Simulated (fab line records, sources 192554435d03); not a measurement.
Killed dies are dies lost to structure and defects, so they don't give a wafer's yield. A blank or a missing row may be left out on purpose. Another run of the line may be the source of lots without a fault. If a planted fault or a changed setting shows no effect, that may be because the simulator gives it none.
Matching of chambers || flow n5-finfet || N5_BEOL_M2_STRIP_19 on rie-diel-02 has 4 sister chambers
The step strips in O2. 7 wafers are shown with their chamber, then 8 later ones without.

## WAFERS PAIRED WITH THEIR CHAMBERS
{"wafer": "L086.2", "chamber": 1, "showerhead-plenum-p-Torr (Torr)": 2.15, "drypump-motor-current-A (A)": 4.9}
{"wafer": "L086.4", "chamber": 2, "showerhead-plenum-p-Torr (Torr)": 2.15, "drypump-motor-current-A (A)": 5.9}
{"wafer": "L084.6", "chamber": 3, "showerhead-plenum-p-Torr (Torr)": 2.12, "drypump-motor-current-A (A)": 5.4}
{"wafer": "L092.2", "chamber": 1, "showerhead-plenum-p-Torr (Torr)": 2.14, "drypump-motor-current-A (A)": 5.0}
{"wafer": "L092.5", "chamber": 0, "showerhead-plenum-p-Torr (Torr)": 1.98, "drypump-motor-current-A (A)": 5.7}
{"wafer": "L092.6", "chamber": 3, "showerhead-plenum-p-Torr (Torr)": 2.12, "drypump-motor-current-A (A)": 5.4}
{"wafer": "L094.4", "chamber": 0, "showerhead-plenum-p-Torr (Torr)": 1.98, "drypump-motor-current-A (A)": 5.6}

## WAFERS WITHOUT THEIR CHAMBER
{"wafer": "L094.5", "showerhead-plenum-p-Torr (Torr)": 2.14, "drypump-motor-current-A (A)": 5.9}
{"wafer": "L094.6", "showerhead-plenum-p-Torr (Torr)": 2.12, "drypump-motor-current-A (A)": 5.4}
{"wafer": "L095.2", "showerhead-plenum-p-Torr (Torr)": 2.12, "drypump-motor-current-A (A)": 5.4}
{"wafer": "L095.4", "showerhead-plenum-p-Torr (Torr)": 1.98, "drypump-motor-current-A (A)": 5.7}
{"wafer": "L095.5", "showerhead-plenum-p-Torr (Torr)": 2.12, "drypump-motor-current-A (A)": 5.4}
{"wafer": "L097.4", "showerhead-plenum-p-Torr (Torr)": 2.14, "drypump-motor-current-A (A)": 5.9}
{"wafer": "L097.5", "showerhead-plenum-p-Torr (Torr)": 2.12, "drypump-motor-current-A (A)": 5.4}
{"wafer": "L097.6", "showerhead-plenum-p-Torr (Torr)": 1.98, "drypump-motor-current-A (A)": 5.6}

## EACH ONE'S CHAMBER
{"wafer": "L094.5", "from the rows above": 2, "in truth": 2}
{"wafer": "L094.6", "from the rows above": 3, "in truth": 3}
{"wafer": "L095.2", "from the rows above": 3, "in truth": 3}
{"wafer": "L095.4", "from the rows above": 0, "in truth": 0}
{"wafer": "L095.5", "from the rows above": 3, "in truth": 3}
{"wafer": "L097.4", "from the rows above": 2, "in truth": 2}
{"wafer": "L097.5", "from the rows above": 3, "in truth": 3}
{"wafer": "L097.6", "from the rows above": 0, "in truth": 0}
8 of 8 placed correctly. From these rows, 0 cannot be placed. Wrongly placed: 0.
How it was worked out, from the rows above alone: a wafer's distance from a chamber is the root of the sum, over the readings, of the square of ((its reading less the chamber's mean) divided by the reading's scatter). The wafer belongs to the nearest chamber; if the next one is less than 2 further off, it can't be placed. The mean given for a chamber averages the wafers shown for that chamber. How the scatter is found: for the shown wafers, subtract from each reading the mean of its chamber, square and add these, divide the total by (wafers less chambers), then take the root.
